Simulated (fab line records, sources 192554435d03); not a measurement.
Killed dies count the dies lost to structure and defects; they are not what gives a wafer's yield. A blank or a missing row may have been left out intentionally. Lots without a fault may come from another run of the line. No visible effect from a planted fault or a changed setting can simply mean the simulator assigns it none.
Lot-split experiment	flow n5Finfet	39 wafers read across 7 lots, on a route 1938 steps long

== ON THE SPLIT ==
At N5_SD_EPI_N_ETCH_35 (etches SOC in N2/H2, overetch 108 nm, time 486 s), the setting sourceW was moved away from the recipe's 3000 W on 15 of the 39 wafers read, by -18.7% to +18.8%. The other wafers ran this setting at the recipe's value.

Reading taken at the split's own step.

== THE READING ==
rfVppV, in V, at N5_SD_EPI_N_ETCH_35 (etches SOC in N2/H2, overetch 108 nm, time 486 s). On this fab line, fault-free wafers typically give 240.9 V with a standard deviation of 1.3 V.

wafer	tool, chamber at the split	sourceW as run, W	against the recipe	rfVppV, V	against lot-mates on the recipe
L074.2	rieDiel-06, 1	3000	recipe	238.9	-
L074.4	rieDiel-06, 0	3000	recipe	241.6	-
L074.5	rieDiel-06, 2	3000	recipe	241.8	-
L077.1	rieDiel-06, 3	2439	-18.7%	258.4	+17.6
L077.2	rieDiel-06, 2	3000	recipe	241.8	-
L077.3	rieDiel-06, 0	3000	recipe	240.6	-
L077.4	rieDiel-06, 1	3000	recipe	239.9	-
L077.5	rieDiel-06, 0	2439	-18.7%	258.8	+18.0
L077.6	rieDiel-06, 1	2439	-18.7%	257.0	+16.2
L084.1	rieDiel-06, 1	3000	recipe	239.0	-
L084.2	rieDiel-06, 0	3000	recipe	240.1	-
L084.3	rieDiel-06, 2	3000	recipe	240.7	-
L084.4	rieDiel-06, 3	3000	recipe	242.2	-
L084.5	rieDiel-06, 3	3000	recipe	241.2	-
L084.6	rieDiel-06, 2	3000	recipe	240.9	-
L086.1	rieDiel-01, 0	3563	+18.8%	226.8	-14.0
L086.2	rieDiel-01, 3	3000	recipe	240.1	-
L086.3	rieDiel-01, 2	3000	recipe	241.2	-
L086.4	rieDiel-01, 1	3000	recipe	241.1	-
L086.5	rieDiel-01, 0	3563	+18.8%	225.2	-15.6
L086.6	rieDiel-01, 3	3563	+18.8%	225.6	-15.2
L089.1	rieDiel-01, 2	3000	recipe	241.8	-
L089.2	rieDiel-01, 1	3485	+16.2%	229.1	-12.1
L089.3	rieDiel-01, 0	3000	recipe	239.4	-
L089.4	rieDiel-01, 1	3000	recipe	242.4	-
L089.5	rieDiel-01, 0	3485	+16.2%	228.4	-12.8
L089.6	rieDiel-01, 2	3485	+16.2%	230.0	-11.2
L092.1	rieDiel-03, 3	3177	+5.9%	234.6	-8.3
L092.2	rieDiel-03, 0	3000	recipe	241.9	-
L092.3	rieDiel-03, 1	3000	recipe	243.6	-
L092.4	rieDiel-03, 2	3177	+5.9%	239.2	-3.7
L092.5	rieDiel-03, 2	3000	recipe	243.1	-
L092.6	rieDiel-03, 1	3177	+5.9%	236.9	-6.0
L097.1	rieDiel-03, 2	3000	recipe	241.7	-
L097.2	rieDiel-03, 1	3157	+5.2%	238.0	-2.8
L097.3	rieDiel-03, 3	3157	+5.2%	233.6	-7.2
L097.4	rieDiel-03, 0	3000	recipe	242.5	-
L097.5	rieDiel-03, 0	3157	+5.2%	237.2	-3.6
L097.6	rieDiel-03, 3	3000	recipe	238.1	-

FIT RESULTS
A straight line over all 39 wafers: rfVppV changes by -0.832 V for each +1% of sourceW; r = -0.98; the points scatter about the line by 1.5 V.
The same after taking each lot's own level away (the mean of its wafers on the recipe; 39 wafers): -0.842 V for each +1%; r = -0.98; scatter 1.4 V.
Per that fit: largest sourceW move, reading shift of 16 V.
From 240.68 to 242.87 V: that is the span of the lots' own levels, equal to 1.7 times the standard deviation above.
The two slopes agree, so the slope changes little with the lot-to-lot level.
Check: -15.8 V against its lot-mates is what the line predicts for one of the wafers moved furthest among these (+18.8%) when that wafer is left out of the fit. Against them it came out at -14 V.
Tool readings at the split's step, against how far the setting was moved: rfVppV r = -0.98.

== THE OTHER SPLITS THESE WAFERS WENT THROUGH ==
Other splits were also applied to these wafers ahead of the reading. Each is held against what the fit with the lots' levels taken away leaves over:
other split on the same wafers	wafers away from the commonest value	r with rfVppV (lot level and that fit taken away)
N5_WELL_APT_EXPOSE_22 doseMj	6	-0.22
N5_DUMMY_GATE_ETCH_37 sourceW	9	+0.06

== THE WHOLE CHAIN: every reading that the file lists as answering this split, in the file's order ==
step	what it does	reading	change (the file's fit)	r (the file's)
N5_SD_EPI_N_ETCH_35	etches SOC in N2/H2, overetch 108 nm, time 486 s	rfVppV	-0.835 V for each +1% of the setting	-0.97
N5_SD_EPI_N_ETCH_35	etches SOC in N2/H2, overetch 108 nm, time 486 s	SiARC_of_SD_EPI_N_COAT_33.thkNm (the simulator's own value, which no gauge read)	-0.113 nm for each +1% of the setting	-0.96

== FILE'S OWN FIT ==
rfVppV changes by -0.835 V for each +1% of sourceW, r = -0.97.
